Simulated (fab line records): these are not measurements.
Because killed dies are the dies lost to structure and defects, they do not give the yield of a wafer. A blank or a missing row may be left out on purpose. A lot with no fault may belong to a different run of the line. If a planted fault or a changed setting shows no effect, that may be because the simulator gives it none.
Matching of chambers :: flow n5 finfet :: rie diel-05 running N5_BEOL_M11_STRIP_36: 4 sister chambers
The step strips in N2/H2. 4 wafers are shown with their chamber, then 12 later ones without.

WAFERS WITH THEIR CHAMBER
wafer: L090.1
chamber: 0
showerhead plenum p Torr (Torr): 2.33

wafer: L090.3
chamber: 3
showerhead plenum p Torr (Torr): 2.59

wafer: L090.5
chamber: 1
showerhead plenum p Torr (Torr): 2.68

wafer: L090.6
chamber: 2
showerhead plenum p Torr (Torr): 2.65

WAFERS MISSING THEIR CHAMBER
wafer: L093.1
showerhead plenum p Torr (Torr): 2.33

wafer: L093.5
showerhead plenum p Torr (Torr): 2.33

wafer: L093.6
showerhead plenum p Torr (Torr): 2.65

wafer: L094.2
showerhead plenum p Torr (Torr): 2.33

wafer: L094.3
showerhead plenum p Torr (Torr): 2.68

wafer: L094.5
showerhead plenum p Torr (Torr): 2.33

wafer: L096.2
showerhead plenum p Torr (Torr): 2.67

wafer: L096.3
showerhead plenum p Torr (Torr): 2.65

wafer: L096.4
showerhead plenum p Torr (Torr): 2.59

wafer: L097.2
showerhead plenum p Torr (Torr): 2.32

wafer: L097.3
showerhead plenum p Torr (Torr): 2.64

wafer: L097.6
showerhead plenum p Torr (Torr): 2.58

THE CHAMBER EACH PASSED THROUGH
wafer: L093.1
from the rows above: 0
in truth: 0

wafer: L093.5
from the rows above: 0
in truth: 0

wafer: L093.6
from the rows above: 2
in truth: 2

wafer: L094.2
from the rows above: 0
in truth: 0

wafer: L094.3
from the rows above: 1
in truth: 1

wafer: L094.5
from the rows above: 0
in truth: 0

wafer: L096.2
from the rows above: can't be placed: 1 or 2
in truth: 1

wafer: L096.3
from the rows above: 2
in truth: 2

wafer: L096.4
from the rows above: 3
in truth: 3

wafer: L097.2
from the rows above: 0
in truth: 0

wafer: L097.3
from the rows above: 2
in truth: 2

wafer: L097.6
from the rows above: 3
in truth: 3
Placed correctly: 11 of 12. Can't be placed from these rows: 1 (the true chamber is among the candidates in 1). Number placed wrongly: 0.
How it was worked out, from the rows above alone: a wafer's distance from a chamber is the root of the sum, over the readings, of the square of ((its reading less the chamber's mean) divided by the reading's scatter). If the next closest chamber is less than 2 further off than the closest, the wafer can't be placed; otherwise it belongs to the closest. The mean given for a chamber averages the wafers shown for that chamber. The scatter: root of mean squared gap, hidden wafer to nearest shown wafer, with one shown wafer a chamber.
